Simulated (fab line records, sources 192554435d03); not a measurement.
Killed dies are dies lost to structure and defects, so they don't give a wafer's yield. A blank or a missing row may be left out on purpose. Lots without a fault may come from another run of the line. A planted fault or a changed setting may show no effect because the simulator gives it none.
Chamber matching | flow n5_finfet | N5_BEOL_M5_ETCH_72 on rie_diel-02: 4 sister chambers
The step etches underlayer in N2/H2, target depth 6.5 nm, time 5.2 s. 4 wafers are shown with their chamber, then 6 later ones without.

WAFERS WITH THEIR CHAMBER
wafer  | chamber | showerhead_plenum_p_Torr (Torr)
L735.1 | 1       | 2.66
L735.4 | 0       | 2.47
L737.2 | 3       | 2.39
L737.6 | 2       | 2.50

WAFERS WITHOUT THEIR CHAMBER
wafer  | showerhead_plenum_p_Torr (Torr)
L744.2 | 2.49
L744.3 | 2.65
L744.4 | 2.39
L743.2 | 2.65
L743.4 | 2.46
L743.5 | 2.49

WHICH CHAMBER EACH WENT THROUGH
wafer  | from the rows above     | in truth
L744.2 | can't be placed: 2 or 0 | 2
L744.3 | 1                       | 1
L744.4 | 3                       | 3
L743.2 | 1                       | 1
L743.4 | 0                       | 0
L743.5 | can't be placed: 2 or 0 | 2
Placed correctly: 4 of 6. Can't be placed from these rows: 2 (the true chamber is among the candidates in 2). Placed wrongly: 0.
How it was worked out, from the rows above alone: a wafer's distance from a chamber is the root of the sum, over the readings, of the square of ((its reading less the chamber's mean) divided by the reading's scatter). The wafer belongs to the nearest chamber; if the next one is less than 2 further off, it can't be placed. A chamber's mean is the mean of its shown wafers. The scatter: with one shown wafer a chamber, the root of the mean of the squares of how far each hidden wafer lies from its nearest shown one.
